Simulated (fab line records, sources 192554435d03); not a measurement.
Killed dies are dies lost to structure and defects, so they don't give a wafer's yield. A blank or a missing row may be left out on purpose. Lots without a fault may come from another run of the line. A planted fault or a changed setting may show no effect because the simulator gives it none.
Chamber matching | flow n5_finfet | N5_BEOL_M2_ETCH_70 on rie_diel-05: 4 sister chambers
The step etches SOC in N2/H2, target depth 80 nm, overetch 24 nm, time 130 s. 8 wafers are shown with their chamber, then 10 later ones without.

WAFERS WITH THEIR CHAMBER
wafer  | chamber | drypump_motor_current_A (A) | showerhead_plenum_p_Torr (Torr)
L078.1 | 1       | 6.5                         | 2.38
L082.1 | 0       | 5.8                         | 2.48
L082.4 | 3       | 6.0                         | 2.70
L085.1 | 0       | 5.8                         | 2.47
L085.4 | 2       | 6.2                         | 2.44
L085.5 | 2       | 6.3                         | 2.44
L088.1 | 3       | 6.0                         | 2.69
L088.2 | 1       | 6.5                         | 2.69

WAFERS WITHOUT THEIR CHAMBER
wafer  | drypump_motor_current_A (A) | showerhead_plenum_p_Torr (Torr)
L088.4 | 5.8                         | 2.47
L093.1 | 5.8                         | 2.46
L093.2 | 6.5                         | 2.69
L093.3 | 6.0                         | 2.69
L092.2 | 5.9                         | 2.69
L092.4 | 5.8                         | 2.46
L092.6 | 5.8                         | 2.46
L097.2 | 5.9                         | 2.68
L097.4 | 6.5                         | 2.68
L097.6 | 5.8                         | 2.46

WHICH CHAMBER EACH WENT THROUGH
wafer  | from the rows above     | in truth
L088.4 | 0                       | 0
L093.1 | 0                       | 0
L093.2 | 1                       | 1
L093.3 | 3                       | 3
L092.2 | can't be placed: 3 or 0 | 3
L092.4 | 0                       | 0
L092.6 | 0                       | 0
L097.2 | can't be placed: 3 or 0 | 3
L097.4 | 1                       | 1
L097.6 | 0                       | 0
Placed correctly: 8 of 10. Can't be placed from these rows: 2 (the true chamber is among the candidates in 2). Placed wrongly: 0.
How it was worked out, from the rows above alone: a wafer's distance from a chamber is the root of the sum, over the readings, of the square of ((its reading less the chamber's mean) divided by the reading's scatter). The wafer belongs to the nearest chamber; if the next one is less than 2 further off, it can't be placed. A chamber's mean is the mean of its shown wafers. The scatter: the root of (the sum of the squares of (reading less its chamber's mean) over the shown wafers, divided by (wafers less chambers)).
